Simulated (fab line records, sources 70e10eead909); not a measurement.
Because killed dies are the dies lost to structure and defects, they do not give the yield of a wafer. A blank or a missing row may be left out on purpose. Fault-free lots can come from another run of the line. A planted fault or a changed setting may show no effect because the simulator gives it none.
Chamber matching + flow nand-harc + NHARC_A_CONTACT_ETCH_102 on rie-diel-07 has 4 sister chambers
The step etches the open film in CF4/O2, target depth 100 nm, overetch 10 nm, time 55 s. 4 wafers are shown with their chamber, then 11 later ones without.

== WAFERS WITH THEIR CHAMBER ==
| wafer  | chamber | showerhead-plenum-p-Torr (Torr) |
|--------|---------|---------------------------------|
| L085.6 | 1       | 1.33                            |
| L088.3 | 3       | 1.24                            |
| L088.5 | 2       | 1.31                            |
| L089.1 | 0       | 1.44                            |

== WAFERS WHOSE CHAMBER IS MISSING ==
| wafer  | showerhead-plenum-p-Torr (Torr) |
|--------|---------------------------------|
| L089.4 | 1.24                            |
| L089.5 | 1.24                            |
| L092.1 | 1.30                            |
| L092.2 | 1.33                            |
| L092.5 | 1.44                            |
| L095.2 | 1.33                            |
| L095.3 | 1.24                            |
| L095.6 | 1.30                            |
| L094.1 | 1.30                            |
| L094.2 | 1.33                            |
| L094.6 | 1.33                            |

== WHICH CHAMBER EACH ONE RAN IN ==
| wafer  | from the rows above | in truth |
|--------|---------------------|----------|
| L089.4 | 3                   | 3        |
| L089.5 | 3                   | 3        |
| L092.1 | 2                   | 2        |
| L092.2 | 1                   | 1        |
| L092.5 | 0                   | 0        |
| L095.2 | 1                   | 1        |
| L095.3 | 3                   | 3        |
| L095.6 | 2                   | 2        |
| L094.1 | 2                   | 2        |
| L094.2 | 1                   | 1        |
| L094.6 | 1                   | 1        |
Placed correctly: 11 of 11. Number that these rows cannot place: 0. Number placed wrongly: 0.
How it was worked out, from the rows above alone: a wafer's distance from a chamber is the root of the sum, over the readings, of the square of ((its reading less the chamber's mean) divided by the reading's scatter). If the next closest chamber is less than 2 further off than the closest, the wafer can't be placed; otherwise it belongs to the closest. A chamber's mean is the mean of its shown wafers. The scatter: with one shown wafer a chamber, the root of the mean of the squares of how far each hidden wafer lies from its nearest shown one.
